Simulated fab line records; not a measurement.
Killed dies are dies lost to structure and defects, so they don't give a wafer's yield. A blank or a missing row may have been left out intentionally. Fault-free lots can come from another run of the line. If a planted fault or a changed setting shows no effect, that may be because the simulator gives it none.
Split-lot trial ; flow n5_finfet ; 21 wafers read across 7 lots, on a route 1938 steps long

## THE SPLIT ITSELF
At N5_HKMG_FIN_PEB_10 (peb time 60 s), the setting peb_time_s was moved away from the recipe's 60 s on 8 of the 21 wafers read, by -18.1% to +18.6%. All remaining wafers had this setting at the recipe value.

## FROM THE SPLIT TO THE READING: what the file shows between them, 1 step
- N5_HKMG_FIN_DEVELOP_11: develop time 30 s

## THE READING
At N5_HKMG_FIN_CD_MEAS_12: cd_nm in nanometres, against a target cd of 92.8 nm. A value of 92.9 nm with a standard deviation of 0.59 nm is what fault-free wafers of this fab line usually give.

wafer;tool, chamber at the split;peb_time_s as run, s;against the recipe;cd_nm, nm;against lot-mates on the recipe
L075.3;litho_track-05, 0;60;recipe;93.1;-
L075.4;litho_track-05, 0;70.9;+18.2%;97.6;+5.0
L075.5;litho_track-05, 0;60;recipe;92.1;-
L077.1;litho_track-01, 0;60;recipe;92.7;-
L077.3;litho_track-01, 0;60;recipe;92.2;-
L077.5;litho_track-01, 0;60;recipe;92.7;-
L080.1;litho_track-02, 0;51.46;-14.2%;87.1;-9.3
L080.3;litho_track-02, 0;60;recipe;96.4;-
L080.4;litho_track-02, 0;51.46;-14.2%;87.2;-9.2
L082.3;litho_track-02, 0;60;recipe;92.9;-
L082.4;litho_track-02, 0;60;recipe;92.6;-
L082.5;litho_track-02, 0;60;recipe;92.6;-
L087.4;litho_track-02, 0;60;recipe;96.0;-
L087.5;litho_track-02, 0;69.75;+16.3%;97.6;+3.2
L087.6;litho_track-02, 0;60;recipe;92.8;-
L090.3;litho_track-01, 0;49.12;-18.1%;86.0;-4.7
L090.4;litho_track-01, 0;60;recipe;90.7;-
L090.6;litho_track-01, 0;49.12;-18.1%;85.2;-5.5
L091.2;litho_track-01, 0;71.17;+18.6%;102.6;+8.7
L091.3;litho_track-01, 0;60;recipe;93.9;-
L091.4;litho_track-01, 0;71.17;+18.6%;103.9;+10.0

THE FIT
A straight line over all 21 wafers: cd_nm changes by +0.415 nm for each +1% of peb_time_s; r = +0.94; the points scatter about the line by 1.7 nm.
The same after taking each lot's own level away (the mean of its wafers on the recipe; 21 wafers): +0.4 nm for each +1%; r = +0.92; scatter 1.8 nm.
That fit puts the effect of the largest move of peb_time_s on the reading at 7.5 nm.
Across the lots, their own levels run from 90.70 to 96.40 nm, a range of 9.7 times the standard deviation given above.
Hence the lot-to-lot level has little effect on the slope; both slopes agree.
Check: for one of the wafers moved furthest among these (+18.6%), held out of the fit, the line's prediction against its lot-mates is +6.89 nm. It came out at +8.7 nm against them.

## THE OTHER SPLITS THESE WAFERS WENT THROUGH
Before the reading, these wafers also passed through other splits. Each is held against what the fit with the lots' levels taken away leaves over:
other split on the same wafers;wafers away from the commonest value;r with cd_nm (lot level and that fit taken away)
N5_SD_EPI_N_PEB_07 peb_temp_c;5;+0.29
N5_SD_EPI_P_ETCH_16 target_depth_a;9;-0.30
N5_SD_EPI_P_EPI_21 temp_c;8;-0.34
N5_HKMG_FIN_EXPOSE_09 dose_mj;6;+0.38

## FILE'S OWN FIT
cd_nm changes by +0.368 nm for each +1% of peb_time_s, r = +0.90.
